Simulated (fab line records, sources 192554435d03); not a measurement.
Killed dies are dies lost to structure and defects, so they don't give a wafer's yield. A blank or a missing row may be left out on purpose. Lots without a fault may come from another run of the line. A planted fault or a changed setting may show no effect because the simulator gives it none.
Chamber matching | flow n5_finfet | N5_BEOL_M1_PRE_CLEAN_60 on cvd_co-02: 3 sister chambers
The step time 15 s. 36 wafers are shown with their chamber, then 12 later ones without.

WAFERS WITH THEIR CHAMBER
wafer  | chamber | heater_power_w (W) | rf_fwd_power_W (W)
L075.2 | 0       | 70                 | 293.1
L075.5 | 0       | 73                 | 295.2
L075.6 | 1       | 88                 | 295.2
L077.3 | 2       | 90                 | 297.2
L077.4 | 1       | 88                 | 296.2
L077.6 | 2       | 92                 | 297.2
L078.1 | 1       | 88                 | 297.1
L078.2 | 2       | 89                 | 297.2
L078.4 | 0       | 72                 | 295.3
L079.1 | 0       | 70                 | 294.1
L079.4 | 2       | 92                 | 296.4
L079.6 | 1       | 89                 | 296.0
L080.1 | 2       | 90                 | 298.0
L080.4 | 1       | 89                 | 295.4
L080.6 | 2       | 89                 | 296.2
L081.2 | 0       | 69                 | 295.5
L081.4 | 2       | 92                 | 296.7
L081.6 | 1       | 91                 | 297.6
L084.1 | 1       | 89                 | 296.0
L084.2 | 2       | 91                 | 296.3
L084.5 | 1       | 89                 | 296.3
L085.2 | 2       | 94                 | 297.3
L085.4 | 0       | 70                 | 292.8
L085.5 | 2       | 91                 | 296.3
L086.1 | 1       | 91                 | 296.1
L086.2 | 0       | 72                 | 294.2
L086.4 | 1       | 88                 | 296.0
L087.3 | 2       | 93                 | 295.2
L087.4 | 1       | 88                 | 296.2
L087.6 | 0       | 72                 | 294.1
L089.1 | 0       | 72                 | 295.8
L089.4 | 0       | 72                 | 295.7
L089.6 | 1       | 89                 | 297.7
L091.2 | 0       | 73                 | 295.0
L091.3 | 2       | 93                 | 296.9
L091.5 | 0       | 72                 | 294.0

SIGNATURES (means of the wafers above)
reading        | chamber 0 | chamber 1 | chamber 2 | scatter within a chamber
heater_power_w | 71.42     | 88.92     | 91.33     | 1.35
rf_fwd_power_W | 294.567   | 296.317   | 296.742   | 0.841
Rule: a wafer's distance from a chamber is the root of the sum, over the readings, of the square of ((its reading less the chamber's mean) divided by the reading's scatter). The wafer belongs to the nearest chamber; if the next one is less than 2 further off, it can't be placed. The scatter: the root of (the sum of the squares of (reading less its chamber's mean) over the shown wafers, divided by (wafers less chambers)).

WAFERS WITHOUT THEIR CHAMBER
wafer  | heater_power_w (W) | rf_fwd_power_W (W)
L093.3 | 93                 | 298.0
L093.4 | 72                 | 294.1
L093.6 | 91                 | 296.6
L092.1 | 93                 | 297.5
L092.4 | 95                 | 297.0
L092.5 | 90                 | 296.3
L095.1 | 92                 | 295.5
L095.3 | 91                 | 297.0
L095.6 | 72                 | 295.3
L097.1 | 73                 | 295.1
L097.4 | 90                 | 295.9
L097.5 | 94                 | 296.8

WHICH CHAMBER EACH WENT THROUGH
wafer  | from the rows above     | in truth
L093.3 | can't be placed: 2 or 1 | 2
L093.4 | 0                       | 0
L093.6 | can't be placed: 2 or 1 | 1
L092.1 | can't be placed: 2 or 1 | 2
L092.4 | can't be placed: 2 or 1 | 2
L092.5 | can't be placed: 1 or 2 | 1
L095.1 | can't be placed: 2 or 1 | 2
L095.3 | can't be placed: 2 or 1 | 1
L095.6 | 0                       | 0
L097.1 | 0                       | 0
L097.4 | can't be placed: 1 or 2 | 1
L097.5 | can't be placed: 2 or 1 | 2
Placed correctly: 3 of 12. Can't be placed from these rows: 9 (the true chamber is among the candidates in 9). Placed wrongly: 0.
